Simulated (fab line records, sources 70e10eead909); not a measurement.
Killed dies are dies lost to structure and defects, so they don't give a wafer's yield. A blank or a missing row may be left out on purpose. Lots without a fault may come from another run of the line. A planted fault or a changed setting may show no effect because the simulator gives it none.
fab line records | flow nand_harc
record lots=24 wafers=72 last_day=32
route steps=1302 shown P_GATE@124 P_CONTACT@252 P_M1@301
lots that met no fault: from a run of the same line without faults
start_h: hours from the record's first day to the start of the lot's first wafer shown | wait_h: hours since the lot's step before | " the same as in the row above | L1.1+2: a row that stands for several wafers | - no value, or no start given | * or withheld: withheld | < > ~ a bound
route shown NAME@n: a module of which the file shows steps, and the number in the route of the first | usual: mean/standard deviation of fault-free wafers | same: alike in all rows | chamber/n: place in a boat | sites: the reading at each site | _std_site: their standard deviation | _edge_site: outer sites' mean less inner sites' | radius_mm: how far each site lies from the wafer's centre | mask NAME#n: copy n | behind: the tool/chamber that last shaped the wafer | hold: why the lot was held/for how many hours/how that ended | device: the transistor (n, p or np) that didn't switch | end of line: the same wafers' tests at the end of the route | a step without rows: its recipe alone | killed: dies lost to structure and defects at the first sort, not the wafer's yield | map: a wafer's dies, x killed, . not, _ none there
set.NAME: the setting as run; set.NAME@STEP: as run at that earlier step | model.NAME: the simulator's own value behind a step, which no gauge read
steps of the route over a sample of lots; a table a step, a row a wafer
services: from which hour (start_h, from the record's first day; less than 0 if before it) a tool's chamber was out of use, for how many hours, and why
## steps
# step NHARC_P_GATE_DESCUM_13
# recipe time_s=3 o2_flow_sccm=200 ar_flow_sccm=0 bias_power_w=0 chemistry=O2
# usual drypump_motor_current_A=5.9/0.47 oes_product_au=0.997/0.011 rf_vpp_V=57.7/0.81 showerhead_plenum_p_Torr=1.91/0.052 throttle_valve_pct=11.312/0.0093
# same time_s=3
# columns lot.wafer tool chamber start_h wait_h drypump_motor_current_A oes_product_au rf_hours_counter_h rf_vpp_V showerhead_plenum_p_Torr throttle_valve_pct
L075.2 rie_diel-03 2 88.63 - 5.6 0.993 6 57.6 1.82 11.313
L075.6 " 3 " " 5.8 0.996 - 58.3 1.84 11.325
L075.5 " 0 " " 6.7 0.986 - 59.4 1.95 11.318
L074.4 rie_diel-09 1 88.76 - 6.2 1.004 7 57.6 1.94 11.308
L074.3 " 2 " " 6.0 1.007 8 59.0 1.98 11.305
L074.2 " 0 " " 5.6 0.996 8 57.7 1.84 11.313
L076.2 rie_diel-09 0 98.99 - 5.6 0.987 8 56.7 1.84 11.319
L076.3 " 2 " " 6.0 1.007 8 59.7 1.98 11.315
L076.6 " 1 " " 6.2 0.994 - 57.3 1.94 11.323
L077.4 rie_diel-12 0 110.89 - 5.5 1.003 2 58.4 1.98 11.302
L077.3 " 1 " " 5.9 1.000 2 58.1 1.89 11.315
L077.2 " 2 " " 5.2 1.012 1 57.5 1.86 11.309
L078.3 rie_diel-12 2 118.03 - 5.2 1.009 1 57.7 1.86 11.314
L078.4 " 3 " " 6.6 1.004 1 58.2 1.91 11.308
L078.6 " 2 " " 5.2 1.007 - 57.8 1.86 11.310
L079.3 rie_diel-09 0 128.61 - 5.6 0.974 10 57.4 1.84 11.303
L079.1 " 1 " " 6.2 0.962 9 58.6 1.94 11.297
L079.6 " 1 " " 6.2 0.975 - 58.6 1.94 11.310
L080.3 rie_diel-03 0 142.55 - 6.6 0.997 1 57.7 1.95 11.312
L080.2 " 1 " " 6.0 0.998 1 58.9 1.97 11.295
L080.5 " 1 " " 6.0 0.996 - 57.6 1.97 11.319
L081.3 rie_diel-12 3 151.49 - 6.7 1.010 4 58.0 1.91 11.303
L081.1 " 0 " " 5.6 1.003 4 57.4 1.98 11.296
L081.5 " 2 " " 5.2 1.013 - 59.0 1.86 11.318
L082.2 rie_diel-12 1 162.47 - 5.9 0.997 6 57.7 1.89 11.316
L082.4 " 3 " " 6.7 0.999 6 57.3 1.91 11.309
L082.5 " 0 " " 5.6 0.978 - 58.3 1.98 11.323
L084.3 rie_diel-12 3 176.42 - 6.6 0.996 7 58.0 1.91 11.315
L084.1 " 1 " " 6.0 1.010 6 57.3 1.89 11.305
L084.4 " 2 " " 5.2 1.005 7 56.8 1.86 11.316
L083.3 rie_diel-12 1 176.58 - 5.9 1.014 6 58.1 1.89 11.299
L083.4 " 3 " " 6.7 1.000 7 57.0 1.91 11.314
L083.1 " 0 " " 5.6 0.990 6 56.7 1.98 11.321
L085.3 rie_diel-12 1 194.47 - 5.9 1.008 8 60.2 1.88 11.321
L085.6 " 2 " " 5.2 1.004 - 56.5 1.86 11.309
L085.5 " 3 " " 6.6 1.004 - 57.4 1.90 11.306
L086.1 rie_diel-09 2 198.43 - 6.0 0.985 2 58.0 1.98 11.310
L086.4 " 0 " " 5.6 0.999 2 57.0 1.83 11.310
L086.6 " 1 " " 6.2 0.986 - 57.3 1.94 11.305
L087.4 rie_diel-09 2 207.95 - 6.0 0.991 2 58.4 1.98 11.315
L087.1 " 3 " " 6.3 1.014 3 57.2 1.91 11.303
L087.6 " 1 " " 6.2 0.982 - 58.0 1.94 11.288
L088.1 rie_diel-03 2 225.31 - 5.6 0.992 6 57.4 1.82 11.310
L088.4 " 1 " " 6.1 0.999 4 56.7 1.97 11.303
L088.6 " 3 " " 5.8 0.990 - 58.8 1.83 11.310
L089.4 rie_diel-12 2 230.63 - 5.2 1.015 10 56.8 1.86 11.309
L089.6 " 0 " " 5.5 1.003 - 59.0 1.98 11.312
L089.5 " 1 " " 5.9 0.997 - 57.8 1.88 11.304
L090.3 rie_diel-12 2 241.72 - 5.2 1.016 11 56.4 1.85 11.321
L090.4 " 3 " " 6.7 1.006 11 57.5 1.90 11.314
L090.5 " 2 " " 5.2 1.010 - 57.3 1.86 11.345
L091.4 rie_diel-03 0 253.94 - 6.6 0.993 7 58.5 1.95 11.313
L091.3 " 1 " " 6.0 1.001 6 58.2 1.97 11.304
L091.5 " 0 " " 6.6 1.004 - 58.1 1.95 11.298
L092.1 rie_diel-09 3 270.26 - 6.3 1.011 5 56.9 1.91 11.317
L092.3 " 1 " " 6.2 0.985 6 57.4 1.94 11.319
L092.5 " 2 " " 6.0 1.002 - 57.0 1.98 11.301
L093.2 rie_diel-03 3 276.73 - 5.8 0.972 8 56.8 1.83 11.304
L093.3 " 0 " " 6.6 1.000 8 58.1 1.95 11.313
L093.6 " 0 " " 6.6 0.979 - 58.8 1.95 11.321
L094.3 rie_diel-12 1 282.40 - 5.9 0.990 1 59.5 1.88 11.321
L094.4 " 2 " " 5.2 1.007 1 58.4 1.85 11.327
L094.1 " 3 " " 6.6 0.985 1 57.1 1.90 11.308
L096.3 rie_diel-12 2 294.70 - 5.2 0.998 1 57.8 1.85 11.294
L096.5 " 1 " " 6.0 1.002 - 57.6 1.88 11.319
L096.6 " 2 " " 5.2 0.997 - 56.5 1.85 11.317
L095.2 rie_diel-12 0 294.86 - 5.6 0.992 1 57.0 1.98 11.307
L095.3 " 2 " " 5.2 1.005 1 57.5 1.85 11.293
L095.5 " 3 " " 6.6 0.989 - 57.5 1.90 11.305
L097.4 rie_diel-12 0 309.72 - 5.6 0.994 1 57.2 1.98 11.323
L097.3 " 1 " " 5.9 1.004 1 58.0 1.88 11.311
L097.1 " 3 " " 6.7 0.995 2 57.6 1.90 11.301
# step NHARC_P_GATE_ETCH_114
# recipe target_depth_a=300 overetch_a=30 time_s=16.5 ion_energy_ev=100 cf4_flow_sccm=80 o2_flow_sccm=20 ar_flow_sccm=0 rf_w=300 bias_w=100 chemistry=CF4/O2
# usual bias_w=99.98/0.28 drypump_motor_current_A=5.9/0.44 oes_product_au=1.000/0.012 rf_vpp_V=197.7/1.2 showerhead_plenum_p_Torr=1.33/0.037 throttle_valve_pct=13.395/0.0092
# same time_s=16.5
# columns lot.wafer tool chamber start_h wait_h bias_w drypump_motor_current_A oes_product_au rf_hours_counter_h rf_vpp_V showerhead_plenum_p_Torr throttle_valve_pct
L074.3 rie_diel-12 1 - - 99.83 5.9 1.000 0 196.0 1.32 13.395
L074.4 " 2 " " 99.91 5.2 1.010 0 197.8 1.30 13.369
L074.2 " 3 " " 99.61 6.6 1.008 0 198.0 1.33 13.390
L075.2 rie_diel-12 1 - - 99.82 5.9 0.996 0 198.3 1.32 13.385
L075.5 " 2 " " 99.37 5.2 1.014 - 197.0 1.30 13.396
L075.6 " 3 " " 100.16 6.7 1.009 - 198.7 1.33 13.395
L076.3 rie_diel-09 3 - - 99.89 6.3 0.996 11 197.9 1.33 13.403
L076.2 " 1 " " 100.24 6.2 0.980 8 198.8 1.35 13.396
L076.6 " 3 " " 99.77 6.3 1.001 - 196.9 1.33 13.396
L077.4 rie_diel-12 2 - - 99.47 5.2 1.012 3 196.3 1.30 13.398
L077.2 " 3 " " 99.62 6.6 1.008 2 197.3 1.33 13.377
L077.3 " 0 " " 99.75 5.5 1.009 3 199.4 1.38 13.406
L078.4 rie_diel-12 0 - - 99.33 5.6 1.004 3 198.4 1.38 13.403
L078.3 " 1 " " 100.01 5.9 0.991 3 197.8 1.32 13.386
L078.6 " 0 " " 99.66 5.5 0.997 - 198.9 1.38 13.391
L079.3 rie_diel-09 1 - - 100.12 6.2 0.986 10 198.4 1.35 13.401
L079.1 " 0 " " 100.39 5.6 0.980 11 197.3 1.28 13.390
L079.6 " 1 " " 99.50 6.2 0.983 - 198.2 1.35 13.396
L080.3 rie_diel-12 2 - - 100.54 5.2 1.008 6 196.8 1.30 13.389
L080.2 " 0 " " 99.85 5.5 0.980 5 198.4 1.38 13.389
L080.5 " 3 " " 100.37 6.6 1.008 - 196.1 1.33 13.399
L081.1 rie_diel-12 3 - - 99.81 6.6 0.989 6 197.1 1.33 13.394
L081.3 " 0 " " 100.14 5.6 0.985 6 198.6 1.38 13.406
L081.5 " 1 " " 99.90 6.0 1.012 - 198.3 1.32 13.396
L082.4 rie_diel-03 0 - - 99.84 6.6 0.991 4 198.7 1.36 13.388
L082.2 " 2 " " 99.96 5.6 0.983 4 197.1 1.27 13.392
L082.5 " 0 " " 100.19 6.6 0.995 - 198.1 1.36 13.390
L084.1 rie_diel-12 3 - - 99.81 6.7 1.004 8 198.3 1.33 13.401
L084.4 " 0 " " 99.82 5.5 0.991 8 198.7 1.38 13.382
L084.3 " 1 " " 100.06 5.9 1.019 8 198.1 1.32 13.402
L083.1 rie_diel-09 1 - - 99.79 6.2 0.979 2 200.0 1.35 13.400
L083.3 " 3 " " 99.76 6.3 1.022 2 196.5 1.33 13.377
L083.4 " 0 " " 99.67 5.6 0.991 2 197.7 1.28 13.407
L085.3 rie_diel-03 1 - - 100.31 6.0 1.001 4 198.4 1.37 13.390
L085.6 " 2 " " 100.04 5.6 0.987 - 195.5 1.27 13.401
L085.5 " 3 " " 100.47 5.8 0.999 - 195.8 1.28 13.373
L086.4 rie_diel-12 2 - - 100.19 5.2 1.009 9 196.3 1.30 13.401
L086.1 " 3 " " 100.88 6.7 1.008 9 197.5 1.33 13.398
L086.6 " 1 " " 100.28 5.9 1.000 - 198.8 1.32 13.417
L087.1 rie_diel-09 1 - - 99.99 6.2 0.996 3 196.9 1.35 13.400
L087.4 " 2 " " 100.05 6.0 1.002 3 199.1 1.38 13.409
L087.6 " 0 " " 99.75 5.7 0.991 - 196.4 1.28 13.390
L088.4 rie_diel-03 3 - - 100.31 5.8 0.994 7 197.3 1.28 13.399
L088.1 " 0 " " 100.27 6.6 0.997 7 198.1 1.36 13.386
L088.6 " 1 " " 99.77 6.0 0.993 - 199.2 1.37 13.396
L089.4 rie_diel-03 0 - - 99.85 6.6 1.002 7 198.9 1.36 13.400
L089.5 " 1 " " 100.06 6.0 0.991 - 198.6 1.37 13.401
L089.6 " 2 " " 100.14 5.6 0.981 - 195.6 1.27 13.397
L090.4 rie_diel-12 2 - - 99.95 5.2 1.019 11 197.3 1.30 13.397
L090.3 " 3 " " 100.10 6.6 1.002 12 198.0 1.33 13.381
L090.5 " 1 " " 99.59 6.0 1.012 - 198.2 1.31 13.403
L091.3 rie_diel-09 0 - - 99.49 5.6 0.996 6 197.3 1.28 13.390
L091.4 " 3 " " 100.03 6.3 1.018 5 198.6 1.33 13.380
L091.5 " 1 " " 100.58 6.2 0.992 - 198.1 1.35 13.400
L092.1 rie_diel-09 0 - - 100.67 5.6 0.994 6 195.8 1.28 13.405
L092.3 " 2 " " 100.15 6.0 1.007 6 197.4 1.38 13.411
L092.5 " 3 " " 100.05 6.3 1.029 - 197.9 1.33 13.387
L093.2 rie_diel-03 1 - - 100.13 6.0 0.974 0 198.7 1.37 13.398
L093.3 " 2 " " 100.21 5.6 0.993 0 195.1 1.27 13.397
L093.6 " 0 " " 100.01 6.6 0.999 - 199.7 1.36 13.402
L094.4 rie_diel-09 0 - - 99.93 5.6 0.990 8 195.7 1.28 13.390
L094.1 " 2 " " 100.11 6.0 0.990 7 198.1 1.38 13.395
L094.3 " 3 " " 99.99 6.3 1.023 7 199.0 1.33 13.394
L096.3 rie_diel-03 2 - - 100.03 5.6 1.015 1 196.8 1.27 13.377
L096.5 " 3 " " 99.59 5.8 1.014 - 197.5 1.28 13.394
L096.6 " 0 " " 99.87 6.6 1.009 - 198.6 1.36 13.400
L095.2 rie_diel-12 2 - - 100.29 5.2 1.013 2 195.9 1.29 13.409
L095.3 " 0 " " 99.76 5.6 0.998 1 198.9 1.38 13.414
L095.5 " 3 " " 99.65 6.6 0.990 - 195.5 1.33 13.391
L097.1 rie_diel-03 2 - - 99.50 5.6 1.005 3 196.6 1.27 13.406
L097.4 " 3 " " 100.04 5.8 1.009 3 195.8 1.28 13.395
L097.3 " 1 " " 100.07 6.0 0.977 3 197.4 1.37 13.393
# step NHARC_P_CONTACT_INSPECT_27
# usual raw_defect_count=328/160
# columns lot.wafer tool chamber start_h wait_h raw_defect_count
L074.2 defect_inspect-02 - 126.82 0.1 216
L074.3 " - " " 205
L074.4 " - " " 235
L075.2 defect_inspect-01 - 127.71 0.1 204
L075.5 " - " " 287
L075.6 " - " " 185
L076.2 defect_inspect-02 - 137.91 0.1 589
L076.3 " - " " 636
L076.6 " - " " 522
L077.2 defect_inspect-01 - 154.29 0.1 862
L077.3 " - " " 316
L077.4 " - " " 346
L078.3 defect_inspect-01 - 155.20 0.1 768
L078.4 " - " " 366
L078.6 " - " " 649
L079.1 defect_inspect-02 - 166.06 0.1 318
L079.3 " - " " 346
L079.6 " - " " 222
L080.2 defect_inspect-01 - 182.86 0.1 157
L080.3 " - " " 264
L080.5 " - " " 149
L081.1 defect_inspect-01 - 189.20 0.1 340
L081.3 " - " " 367
L081.5 " - " " 524
L082.2 defect_inspect-01 - 199.83 0.1 194
L082.4 " - " " 201
L082.5 " - " " 301
L084.1 defect_inspect-01 - 216.72 0.1 348
L084.3 " - " " 310
L084.4 " - " " 328
L083.1 defect_inspect-01 - 217.74 0.1 417
L083.3 " - " " 217
L083.4 " - " " 544
L085.3 defect_inspect-01 - 233.46 0.1 380
L085.5 " - " " 387
L085.6 " - " " 407
L086.1 defect_inspect-02 - 238.70 0.1 218
L086.4 " - " " 124
L086.6 " - " " 143
L087.1 defect_inspect-02 - 245.45 0.1 218
L087.4 " - " " 220
L087.6 " - " " 326
L088.1 defect_inspect-02 - 262.84 0.1 269
L088.4 " - " " 308
L088.6 " - " " 236
L089.4 defect_inspect-01 - 269.09 0.1 239
L089.5 " - " " 233
L089.6 " - " " 379
L090.3 defect_inspect-01 - 283.24 0.1 569
L090.4 " - " " 363
L090.5 " - " " 603
L091.3 defect_inspect-01 - 292.48 0.1 138
L091.4 " - " " 107
L091.5 " - " " 208
L092.1 defect_inspect-02 - 309.93 0.1 421
L092.3 " - " " 258
L092.5 " - " " 279
L093.2 defect_inspect-02 - 315.18 0.1 291
L093.3 " - " " 324
L093.6 " - " " 450
L094.1 defect_inspect-02 - 319.54 0.1 198
L094.3 " - " " 130
L094.4 " - " " 147
L096.3 defect_inspect-02 - 332.00 0.1 321
L096.5 " - " " 227
L096.6 " - " " 230
L095.2 defect_inspect-01 - 332.19 0.1 292
L095.3 " - " " 255
L095.5 " - " " 215
L097.1 defect_inspect-01 - 349.70 0.1 285
L097.3 " - " " 179
L097.4 " - " " 475
# step NHARC_P_M1_CD_MEAS_16
# usual cd_nm=130.5/1.3
# columns lot.wafer tool chamber start_h wait_h cd_nm
L074.2 cd_sem-03 - 132.19 - 130.9
L074.3 " - " " 128.2
L074.4 " - " " 131.6
L075.2 cd_sem-03 - 133.36 - 131.9
L075.5 " - " " 130.1
L075.6 " - " " 130.0
L076.2 cd_sem-02 - 143.72 - 130.2
L076.3 " - " " 132.0
L076.6 " - " " 131.9
L077.2 cd_sem-02 - 159.92 - 129.0
L077.3 " - " " 128.6
L077.4 " - " " 128.7
L078.3 cd_sem-02 - 160.67 - 129.3
L078.4 " - " " 129.1
L078.6 " - " " 129.5
L079.1 cd_sem-03 - 171.66 - 130.9
L079.3 " - " " 129.4
L079.6 " - " " 131.1
L080.2 cd_sem-03 - 188.81 - 130.5
L080.3 " - " " 129.6
L080.5 " - " " 132.2
L081.1 cd_sem-03 - 195.05 - 130.3
L081.3 " - " " 130.7
L081.5 " - " " 128.0
L082.2 cd_sem-03 - 205.47 - 132.6
L082.4 " - " " 128.9
L082.5 " - " " 132.0
L084.1 cd_sem-03 - 222.04 - 129.0
L084.3 " - " " 131.4
L084.4 " - " " 128.4
L083.1 cd_sem-01 - 223.04 - 130.0
L083.3 " - " " 130.3
L083.4 " - " " 132.5
L085.3 cd_sem-03 - 239.16 - 129.9
L085.5 " - " " 130.1
L085.6 " - " " 130.7
L086.1 cd_sem-01 - 244.04 - 131.8
L086.4 " - " " 131.2
L086.6 " - " " 130.4
L087.1 cd_sem-03 - 250.78 - 132.8
L087.4 " - " " 132.5
L087.6 " - " " 130.1
L088.1 cd_sem-02 - 268.33 - 131.4
L088.4 " - " " 130.7
L088.6 " - " " 130.9
L089.4 cd_sem-01 - 274.51 - 130.8
L089.5 " - " " 132.2
L089.6 " - " " 132.1
L090.3 cd_sem-03 - 288.75 - 130.7
L090.4 " - " " 129.5
L090.5 " - " " 129.1
L091.3 cd_sem-01 - 297.95 - 127.4
L091.4 " - " " 128.8
L091.5 " - " " 128.3
L092.1 cd_sem-03 - 315.30 - 131.2
L092.3 " - " " 132.0
L092.5 " - " " 131.5
L093.2 cd_sem-02 - 321.04 - 131.0
L093.3 " - " " 129.8
L093.6 " - " " 129.9
L094.1 cd_sem-02 - 324.98 - 132.1
L094.3 " - " " 132.2
L094.4 " - " " 130.9
L096.3 cd_sem-03 - 337.46 - 131.8
L096.5 " - " " 130.8
L096.6 " - " " 131.5
L095.2 cd_sem-01 - 338.66 - 131.0
L095.3 " - " " 130.6
L095.5 " - " " 129.7
L097.1 cd_sem-02 - 355.02 - 128.4
L097.3 " - " " 130.4
L097.4 " - " " 130.6
# step NHARC_P_M1_STRIP_18
# recipe power_w=1000 n2_flow_sccm=150 h2_flow_sccm=150 ar_flow_sccm=0 bias_w=0 chemistry=N2/H2
# usual drypump_motor_current_A=5.84/0.29 oes_product_au=1.003/0.015 power_w=1000/3.1 rf_vpp_V=90.6/0.91 showerhead_plenum_p_Torr=2.00/0.075 throttle_valve_pct=14.172/0.0092
# same bias_w=0
# columns lot.wafer tool chamber start_h wait_h drypump_motor_current_A oes_product_au power_w rf_hours_counter_h rf_vpp_V showerhead_plenum_p_Torr throttle_valve_pct
L074.2 rie_diel-10 3 132.26 0.1 5.43 1.033 1003 5 90.7 1.92 14.170
L074.4 " 1 " " 6.40 1.014 999 4 90.8 1.98 14.178
L074.3 " 2 " " 5.90 1.010 1003 5 88.4 1.94 14.173
L075.2 rie_diel-07 2 133.51 0.1 6.18 1.004 1003 1 90.2 1.94 14.157
L075.5 " 3 " " 5.83 0.988 1000 - 90.6 2.13 14.160
L075.6 " 0 " " 5.40 0.991 998 - 90.2 2.04 14.164
L076.3 rie_diel-07 1 143.79 0.1 6.00 1.025 997 1 92.2 2.09 14.174
L076.2 " 3 " " 5.84 0.984 1000 2 90.8 2.13 14.182
L076.6 " 1 " " 6.00 1.033 996 - 90.9 2.09 14.169
L077.4 rie_diel-10 3 160.00 0.1 5.42 1.019 999 7 88.9 1.92 14.176
L077.2 " 1 " " 6.39 1.020 994 6 90.4 1.98 14.172
L077.3 " 2 " " 5.90 1.021 999 7 91.2 1.94 14.172
L078.4 rie_diel-10 0 160.74 0.1 5.80 1.019 1003 7 90.4 1.97 14.168
L078.3 " 2 " " 5.91 1.012 1002 7 91.5 1.94 14.179
L078.6 " 0 " " 5.81 1.009 1002 - 89.9 1.97 14.179
L079.3 rie_diel-07 2 171.76 0.1 6.18 0.984 998 3 91.4 1.94 14.185
L079.1 " 0 " " 5.42 0.991 1004 3 90.2 2.04 14.187
L079.6 " 2 " " 6.19 0.982 1000 - 89.0 1.94 14.168
L080.3 rie_diel-06 0 188.91 0.1 5.74 0.997 1000 15 89.4 1.93 14.168
L080.2 " 1 " " 5.95 1.002 999 18 90.5 1.91 14.144
L080.5 " 1 " " 6.00 1.006 1001 - 90.1 1.91 14.184
L081.3 rie_diel-07 0 195.12 0.1 5.41 0.989 998 4 92.5 2.04 14.168
L081.1 " 1 " " 6.01 1.009 993 4 91.4 2.09 14.169
L081.5 " 3 " " 5.81 0.968 1001 - 90.6 2.13 14.179
L082.4 rie_diel-10 1 205.56 0.1 6.39 1.030 998 11 91.0 1.98 14.167
L082.2 " 2 " " 5.90 1.025 993 11 90.6 1.94 14.182
L082.5 " 1 " " 6.39 1.020 1001 - 89.9 1.98 14.168
L084.1 rie_diel-06 1 222.14 0.1 5.98 1.003 999 29 89.5 1.91 14.159
L084.4 " 2 " " 5.57 1.004 997 22 90.3 2.03 14.174
L084.3 " 3 " " 5.74 1.008 998 26 89.6 1.91 14.175
L083.3 rie_diel-10 0 223.11 0.1 5.78 1.008 1006 13 91.1 1.96 14.180
L083.4 " 1 " " 6.41 1.028 1000 11 90.2 1.98 14.160
L083.1 " 3 " " 5.42 1.032 1000 13 90.2 1.92 14.175
L085.3 rie_diel-07 1 239.25 0.1 6.00 1.023 996 7 91.6 2.09 14.157
L085.5 " 0 " " 5.43 0.995 996 - 90.2 2.04 14.176
L085.6 " 1 " " 6.00 1.017 1000 - 90.6 2.09 14.175
L086.4 rie_diel-07 3 244.14 0.1 5.81 0.978 1001 7 89.6 2.12 14.183
L086.1 " 0 " " 5.40 0.999 996 7 89.6 2.04 14.163
L086.6 " 2 " " 6.15 0.982 1003 - 90.7 1.94 14.182
L087.4 rie_diel-07 1 250.88 0.1 6.00 1.018 1007 7 90.0 2.09 14.184
L087.1 " 2 " " 6.18 0.980 1006 6 88.6 1.94 14.175
L087.6 " 0 " " 5.40 0.975 1000 - 91.8 2.04 14.178
L088.4 rie_diel-06 0 268.41 0.1 5.73 0.992 996 42 90.1 1.92 14.177
L088.1 " 3 " " 5.72 1.006 999 43 91.9 1.91 14.160
L088.6 " 1 " " 6.01 1.004 1001 - 89.7 1.90 14.179
L089.4 rie_diel-10 0 274.63 0.1 5.77 1.007 997 3 90.5 1.96 14.183
L089.6 " 2 " " 5.92 0.997 1003 - 89.7 1.93 14.180
L089.5 " 3 " " 5.41 1.008 999 - 90.6 1.91 14.159
L090.3 rie_diel-10 0 288.84 0.1 5.78 1.010 997 3 90.0 1.96 14.158
L090.4 " 2 " " 5.91 0.996 1001 4 89.7 1.93 14.175
L090.5 " 0 " " 5.77 1.011 998 - 90.7 1.96 14.163
L091.4 rie_diel-06 1 298.05 0.1 5.99 1.004 998 51 91.2 1.90 14.153
L091.3 " 2 " " 5.52 1.009 998 45 90.8 2.02 14.152
L091.5 " 2 " " 5.51 1.009 1000 - 90.7 2.02 14.173
L092.1 rie_diel-10 0 315.43 0.1 5.80 1.008 999 6 90.2 1.96 14.162
L092.3 " 1 " " 6.39 1.018 1003 7 89.7 1.97 14.171
L092.5 " 3 " " 5.42 1.025 1006 - 90.3 1.91 14.167
L093.3 rie_diel-07 1 321.11 0.1 6.02 1.001 1000 1 91.6 2.09 14.157
L093.2 " 0 " " 5.42 1.003 998 1 90.6 2.03 14.193
L093.6 " 2 " " 6.19 1.002 998 - 90.7 1.94 14.173
L094.4 rie_diel-07 0 325.05 0.1 5.42 0.987 997 1 91.8 2.03 14.173
L094.1 " 1 " " 5.99 1.014 1001 1 90.1 2.09 14.168
L094.3 " 2 " " 6.19 0.993 998 1 89.6 1.94 14.164
L096.3 rie_diel-07 3 337.60 0.1 5.84 0.989 1008 2 91.3 2.12 14.177
L096.5 " 0 " " 5.42 0.991 997 - 90.0 2.03 14.185
L096.6 " 1 " " 5.98 1.006 998 - 92.5 2.09 14.175
L095.3 rie_diel-07 0 338.73 0.1 5.42 0.998 998 2 90.8 2.03 14.187
L095.2 " 2 " " 6.19 1.000 1007 2 89.3 1.94 14.172
L095.5 " 1 " " 5.99 1.002 1002 - 91.8 2.09 14.175
L097.4 rie_diel-07 0 355.12 0.1 5.41 0.994 1005 3 90.5 2.03 14.163
L097.3 " 1 " " 6.00 1.007 1001 3 91.9 2.09 14.164
L097.1 " 2 " " 6.18 1.000 1000 2 91.3 1.94 14.173
# step NHARC_P_M1_PRE_CLEAN_30
# recipe time_s=30 temp_c=280 gas=H2/He
# usual heater_power_w=439/39
# same time_s=30
# columns lot.wafer tool chamber start_h wait_h heater_power_w
L074.4 pvd_sputter-01 - - - 403
L074.3 " - " " 450
L074.2 " - " " 478
L075.2 pvd_sputter-02 - - - 442
L075.6 " - " " 456
L075.5 " - " " 462
L076.2 pvd_sputter-01 - - - 466
L076.3 " - " " 436
L076.6 " - " " 474
L077.2 pvd_sputter-02 - - - 376
L077.4 " - " " 508
L077.3 " - " " 460
L078.4 pvd_sputter-03 - - - 464
L078.3 " - " " 363
L078.6 " - " " 482
L079.3 pvd_sputter-01 - - - 442
L079.1 " - " " 407
L079.6 " - " " 405
L080.3 pvd_sputter-03 - - - 368
L080.2 " - " " 490
L080.5 " - " " 439
L081.1 pvd_sputter-01 - - - 428
L081.3 " - " " 415
L081.5 " - " " 428
L082.4 pvd_sputter-02 - - - 485
L082.2 " - " " 388
L082.5 " - " " 472
L084.3 pvd_sputter-01 - - - 441
L084.1 " - " " 433
L084.4 " - " " 487
L083.1 pvd_sputter-03 - - - 486
L083.4 " - " " 441
L083.3 " - " " 465
L085.3 pvd_sputter-01 - - - 386
L085.5 " - " " 458
L085.6 " - " " 466
L086.1 pvd_sputter-01 - - - 388
L086.4 " - " " 435
L086.6 " - " " 385
L087.4 pvd_sputter-01 - - - 384
L087.1 " - " " 480
L087.6 " - " " 379
L088.4 pvd_sputter-03 - - - 445
L088.1 " - " " 455
L088.6 " - " " 438
L089.4 pvd_sputter-03 - - - 367
L089.5 " - " " 496
L089.6 " - " " 364
L090.3 pvd_sputter-03 - - - 458
L090.4 " - " " 363
L090.5 " - " " 497
L091.3 pvd_sputter-03 - - - 366
L091.4 " - " " 480
L091.5 " - " " 364
L092.3 pvd_sputter-01 - - - 449
L092.1 " - " " 385
L092.5 " - " " 459
L093.3 pvd_sputter-01 - - - 464
L093.2 " - " " 458
L093.6 " - " " 432
L094.4 pvd_sputter-01 - - - 459
L094.1 " - " " 390
L094.3 " - " " 430
L096.3 pvd_sputter-02 - - - 367
L096.5 " - " " 447
L096.6 " - " " 443
L095.2 pvd_sputter-03 - - - 488
L095.3 " - " " 375
L095.5 " - " " 461
L097.3 pvd_sputter-02 - - - 380
L097.4 " - " " 495
L097.1 " - " " 449
## services
# columns tool chamber start_h hours kind
rie_diel-12 - 70.65 2.8 repair
rie_diel-09 2 73.56 1.3 repair
rie_diel-12 - 91.40 9.0 pm
rie_diel-03 2 97.10 1.7 repair
rie_diel-03 2 102.53 2.8 repair
rie_diel-07 - 117.20 9.0 pm
rie_diel-09 2 121.83 23.1 repair
rie_diel-03 3 143.02 5.1 repair
rie_diel-09 - 143.10 9.0 pm
rie_diel-03 1 144.61 4.3 repair
rie_diel-09 1 176.05 6.8 repair
rie_diel-12 - 178.74 0.9 repair
rie_diel-07 2 193.80 30.6 repair
rie_diel-03 1 214.61 2.2 repair
rie_diel-03 - 215.09 1.3 repair
rie_diel-07 1 223.24 3.7 repair
rie_diel-09 3 225.95 7.5 repair
rie_diel-09 3 246.88 4.9 repair
rie_diel-03 3 258.41 12.7 repair
rie_diel-12 - 268.40 9.0 pm
rie_diel-07 0 271.91 10.5 repair
rie_diel-09 1 278.84 10.1 repair
rie_diel-09 - 320.10 9.0 pm
rie_diel-12 - 328.39 0.2 repair
## key
fault none
